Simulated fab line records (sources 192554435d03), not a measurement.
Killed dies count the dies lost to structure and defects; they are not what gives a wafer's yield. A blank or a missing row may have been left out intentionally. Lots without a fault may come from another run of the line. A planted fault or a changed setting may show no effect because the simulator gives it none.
Matching of chambers / flow n5 finfet / 3 sister chambers for N5_BEOL_M5_DEP_56 on pecvd-04
The step deposits SiCN from 3MS/NH3, target thk 8 nm, time 14 s. 3 wafers are shown with their chamber, then 10 later ones without.

## WAFERS PAIRED WITH THEIR CHAMBERS
wafer=L086.6; chamber=1; throttle valve pct (%)=9.8
wafer=L093.1; chamber=0; throttle valve pct (%)=8.7
wafer=L093.3; chamber=2; throttle valve pct (%)=8.6

## WAFERS MISSING THEIR CHAMBER
wafer=L093.5; throttle valve pct (%)=8.8
wafer=L095.2; throttle valve pct (%)=9.5
wafer=L095.4; throttle valve pct (%)=9.7
wafer=L095.5; throttle valve pct (%)=8.7
wafer=L096.1; throttle valve pct (%)=9.6
wafer=L096.2; throttle valve pct (%)=8.6
wafer=L096.3; throttle valve pct (%)=8.6
wafer=L096.4; throttle valve pct (%)=8.8
wafer=L096.5; throttle valve pct (%)=9.6
wafer=L096.6; throttle valve pct (%)=8.8

## EACH ONE'S CHAMBER
wafer=L093.5; from the rows above=can't be placed: 0 or 2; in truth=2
wafer=L095.2; from the rows above=1; in truth=1
wafer=L095.4; from the rows above=1; in truth=1
wafer=L095.5; from the rows above=can't be placed: 0 or 2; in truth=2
wafer=L096.1; from the rows above=1; in truth=1
wafer=L096.2; from the rows above=can't be placed: 2 or 0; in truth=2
wafer=L096.3; from the rows above=can't be placed: 2 or 0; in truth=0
wafer=L096.4; from the rows above=can't be placed: 0 or 2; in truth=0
wafer=L096.5; from the rows above=1; in truth=1
wafer=L096.6; from the rows above=can't be placed: 0 or 2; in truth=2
Placed correctly: 4 of 10. Not placeable from these rows: 6 (in 6, the candidates include the true chamber). Placed wrongly: 0.
How it was worked out, from the rows above alone: a wafer's distance from a chamber is the root of the sum, over the readings, of the square of ((its reading less the chamber's mean) divided by the reading's scatter). If the next closest chamber is less than 2 further off than the closest, the wafer can't be placed; otherwise it belongs to the closest. A chamber's mean is the mean of its shown wafers. The scatter: with one shown wafer a chamber, the root of the mean of the squares of how far each hidden wafer lies from its nearest shown one.
